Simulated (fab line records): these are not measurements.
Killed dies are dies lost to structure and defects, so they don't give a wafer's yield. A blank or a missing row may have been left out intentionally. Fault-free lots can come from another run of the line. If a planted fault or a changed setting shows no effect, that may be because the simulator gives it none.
Split-lot study :: flow n5_finfet :: 21 wafers read from 7 lots, route of 1938 steps

## ABOUT THE SPLIT
At N5_BEOL_M13_COAT_58 (time 60 s, resist thk 89 nm), the setting spin_rpm was moved away from the recipe's 1500 rpm on 4 of the 21 wafers read, by -5.1% to +6.4%. This setting was run at the recipe's value on the other wafers.

## FROM SPLIT TO READING: 1 step shown by the file between the two
- N5_BEOL_M13_DESCUM_15: chemistry O2, time 7.9 s (also split here: time_s)

## THE READING
etch.depth_nm (the simulator's own value, which no gauge read), in nm, at N5_BEOL_M13_ETCH_59 (etches BARC in N2/H2, target depth 89 nm, overetch 26.7 nm, time 67.9 s). There is no usual value for it anywhere in the file. The 17 wafers here that ran the recipe average 89.10 nm, standard deviation 0.36 nm.

wafer: L078.1
tool, chamber at the split: litho_track-01, 0
spin_rpm as run, rpm: 1500
against the recipe: recipe
etch.depth_nm, nm: 88.96
against lot-mates on the recipe: -

wafer: L078.3
tool, chamber at the split: litho_track-01, 0
spin_rpm as run, rpm: 1557
against the recipe: +3.8%
etch.depth_nm, nm: 87.41
against lot-mates on the recipe: -1.41

wafer: L078.5
tool, chamber at the split: litho_track-01, 0
spin_rpm as run, rpm: 1500
against the recipe: recipe
etch.depth_nm, nm: 88.68
against lot-mates on the recipe: -

wafer: L079.3
tool, chamber at the split: litho_track-05, 0
spin_rpm as run, rpm: 1500
against the recipe: recipe
etch.depth_nm, nm: 88.99
against lot-mates on the recipe: -

wafer: L079.4
tool, chamber at the split: litho_track-05, 0
spin_rpm as run, rpm: 1500
against the recipe: recipe
etch.depth_nm, nm: 88.89
against lot-mates on the recipe: -

wafer: L079.6
tool, chamber at the split: litho_track-05, 0
spin_rpm as run, rpm: 1500
against the recipe: recipe
etch.depth_nm, nm: 88.77
against lot-mates on the recipe: -

wafer: L081.3
tool, chamber at the split: litho_track-03, 0
spin_rpm as run, rpm: 1500
against the recipe: recipe
etch.depth_nm, nm: 89.14
against lot-mates on the recipe: -

wafer: L081.4
tool, chamber at the split: litho_track-03, 0
spin_rpm as run, rpm: 1500
against the recipe: recipe
etch.depth_nm, nm: 88.91
against lot-mates on the recipe: -

wafer: L081.6
tool, chamber at the split: litho_track-03, 0
spin_rpm as run, rpm: 1584
against the recipe: +5.6%
etch.depth_nm, nm: 86.79
against lot-mates on the recipe: -2.23

wafer: L085.1
tool, chamber at the split: litho_track-05, 0
spin_rpm as run, rpm: 1500
against the recipe: recipe
etch.depth_nm, nm: 89.95
against lot-mates on the recipe: -

wafer: L085.2
tool, chamber at the split: litho_track-05, 0
spin_rpm as run, rpm: 1596
against the recipe: +6.4%
etch.depth_nm, nm: 87.11
against lot-mates on the recipe: -2.67

wafer: L085.3
tool, chamber at the split: litho_track-05, 0
spin_rpm as run, rpm: 1500
against the recipe: recipe
etch.depth_nm, nm: 89.62
against lot-mates on the recipe: -

wafer: L089.1
tool, chamber at the split: litho_track-01, 0
spin_rpm as run, rpm: 1500
against the recipe: recipe
etch.depth_nm, nm: 89.2
against lot-mates on the recipe: -

wafer: L089.3
tool, chamber at the split: litho_track-01, 0
spin_rpm as run, rpm: 1500
against the recipe: recipe
etch.depth_nm, nm: 89.17
against lot-mates on the recipe: -

wafer: L089.4
tool, chamber at the split: litho_track-01, 0
spin_rpm as run, rpm: 1500
against the recipe: recipe
etch.depth_nm, nm: 89.05
against lot-mates on the recipe: -

wafer: L092.2
tool, chamber at the split: litho_track-01, 0
spin_rpm as run, rpm: 1500
against the recipe: recipe
etch.depth_nm, nm: 89.5
against lot-mates on the recipe: -

wafer: L092.3
tool, chamber at the split: litho_track-01, 0
spin_rpm as run, rpm: 1500
against the recipe: recipe
etch.depth_nm, nm: 89.61
against lot-mates on the recipe: -

wafer: L092.5
tool, chamber at the split: litho_track-01, 0
spin_rpm as run, rpm: 1423
against the recipe: -5.1%
etch.depth_nm, nm: 91.97
against lot-mates on the recipe: +2.41

wafer: L093.1
tool, chamber at the split: litho_track-03, 0
spin_rpm as run, rpm: 1500
against the recipe: recipe
etch.depth_nm, nm: 88.78
against lot-mates on the recipe: -

wafer: L093.4
tool, chamber at the split: litho_track-03, 0
spin_rpm as run, rpm: 1500
against the recipe: recipe
etch.depth_nm, nm: 88.71
against lot-mates on the recipe: -

wafer: L093.6
tool, chamber at the split: litho_track-03, 0
spin_rpm as run, rpm: 1500
against the recipe: recipe
etch.depth_nm, nm: 88.85
against lot-mates on the recipe: -

FIT RESULTS
A straight line over all 21 wafers: etch.depth_nm changes by -0.42 nm for each +1% of spin_rpm; r = -0.93; the points scatter about the line by 0.4 nm.
The same after taking each lot's own level away (the mean of its wafers on the recipe; 21 wafers): -0.422 nm for each +1%; r = -0.99; scatter 0.12 nm.
That fit puts the effect of the largest move of spin_rpm on the reading at 2.7 nm.
From 88.780 to 89.785 nm: that is the span of the lots' own levels, equal to 2.8 times the standard deviation above.
Hence the lot-to-lot level has little effect on the slope; both slopes agree.
Check: -2.67 nm against its lot-mates is what the line predicts for one of the wafers moved furthest among these (+6.4%) when that wafer is left out of the fit. Against them it came out at -2.67 nm.

## ADDITIONAL SPLITS CARRIED BY THESE WAFERS
These wafers also went through other splits before the reading. Each is held against what the fit with the lots' levels taken away leaves over:
other split on the same wafers: N5_BEOL_M10_COAT_60 spin_rpm
wafers away from the commonest value: 6
r with etch.depth_nm (lot level and that fit taken away): -0.35

other split on the same wafers: N5_BEOL_M10_ETCH_62 time_s
wafers away from the commonest value: 6
r with etch.depth_nm (lot level and that fit taken away): -0.11

other split on the same wafers: N5_BEOL_M13_DESCUM_15 time_s
wafers away from the commonest value: 8
r with etch.depth_nm (lot level and that fit taken away): +0.24

## THE WHOLE CHAIN: every reading that the file lists as answering this split, in the file's order
step: N5_BEOL_M13_COAT_58
what it does: time 60 s, resist thk 89 nm
reading: BARC_of_BEOL_M13_COAT_58.thk_nm (the simulator's own value, which no gauge read)
change (the file's fit): -0.421 nm for each +1% of the setting
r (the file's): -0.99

step: N5_BEOL_M13_ETCH_59
what it does: etches BARC in N2/H2, target depth 89 nm, overetch 26.7 nm, time 67.9 s
reading: etch.depth_nm (the simulator's own value, which no gauge read)
change (the file's fit): -0.419 nm for each +1% of the setting
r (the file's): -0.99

step: N5_BEOL_M13_STRIP_64
what it does: strips in N2/H2
reading: strip_time_to_endpoint_s
change (the file's fit): withheld for each +1% of the setting
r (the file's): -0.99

## THE FILE'S OWN FIT
etch.depth_nm changes by -0.419 nm for each +1% of spin_rpm, r = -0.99.
